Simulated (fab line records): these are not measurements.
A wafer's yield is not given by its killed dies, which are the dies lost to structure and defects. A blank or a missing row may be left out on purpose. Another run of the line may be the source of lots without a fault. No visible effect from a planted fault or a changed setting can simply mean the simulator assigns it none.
Problem report in the 8D (eight disciplines) form, filled by code ; flow nand-harc ; the parts of the form that need people (team, actions taken, sign-off) are left out

1. PROBLEM STATEMENT
Mean of overlay-x-nm at NHARC_P_CONTACT_OVL_MEAS_13: 10.3 nm across 6 wafers in 2 lots; on wafers with no fault it is 0.1 nm (standard deviation 0.85). That puts it +12 standard deviations away from the usual mean.
The first sign was on wafer L834.3 at day 8 18:28, on overlay-01. Wafers with a number at this step in the record: 39, from 13 lots. The rule behind "out" and "out of limits": a value lying over 4 standard deviations away from the usual mean. The other wafers with a number count as sound.

2. WHAT THIS IS AND IS NOT
question;is;is not
which readings at this step;overlay-x-nm;-
which lots;L834, L837;L822, L823, L824, L825, L826, L828, L830, L835, L836, L842, L843
which wafers of those lots;all that have a number;-
read on which gauges;overlay-01;overlay-02
when;from day 8 18:28;"up to then (24 sound wafers); but 9 sound wafers of L836, L842, L843 came after"

3. THE SUSPECTS, EACH WITH WHAT RULES IT OUT
Counting: a tool at a process step up to the reading stays a suspect if it ran every lot that is out and no sound lot after the first of them.
- the gauge at NHARC_P_CONTACT_OVL_MEAS_13: kept. All the wafers that are out were read on overlay-01, and no step on other tools shows them out.
- plasma-asher-01 at NHARC_P_GATE_STRIP_112 (strips in N2/H2, time 200 s): ruled out as a lasting fault. After its first lot that is out, L834 (day 8 12:35), sound lots L836, L842, L843 ran on it.
- arfi-scanner-02 at NHARC_P_CONTACT_EXPOSE_09 (exposes mask P CA, target cd 90 nm): kept. Every lot that is out went through it, starting with L834 (day 8 18:14), and after that it ran no sound lot; the last sound lot it ran before then is L830 (day 7 11:15).
The count leaves overlay-01 at NHARC_P_CONTACT_OVL_MEAS_13 and arfi-scanner-02 at NHARC_P_CONTACT_EXPOSE_09.

4. THE CAUSE (what the simulator had put in)
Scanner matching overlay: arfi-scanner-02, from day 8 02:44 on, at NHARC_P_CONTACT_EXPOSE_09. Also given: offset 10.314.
This tool is one of the 2 suspects left after counting.

5. THE CHAIN OF EFFECTS, in route order
One row per reading whose mean, taken over the struck wafers that have a number, lies over 3 standard deviations from the usual. Only readings for which the record gives a usual standard deviation are gone through. hours: the time from each lot's start at the first step in this table that gives one to its start at this step, as a median over the lots. sigmas: the change in usual standard deviations.
hours;step;reading;usual;on struck wafers;change;sigmas
0;NHARC_P_CONTACT_OVL_MEAS_13;overlay-x-nm;0.1 nm;10.3;+10.2;+12
Later measuring or inspecting steps at which every struck wafer that the step has a row for has a number for every such reading, and none has moved that far: NHARC_END_SORT_01.

6. HOW IT WOULD HAVE BEEN CAUGHT EARLIER
The first out-of-limits reading at a measuring or inspecting step in this record came at day 8 18:28, 16 hours after the fault's start at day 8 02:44.
Among the 2 lots that are out, L837 began NHARC_P_CONTACT_EXPOSE_09 on arfi-scanner-02 after day 8 18:28. A hold on the tool at that time would have spared it.
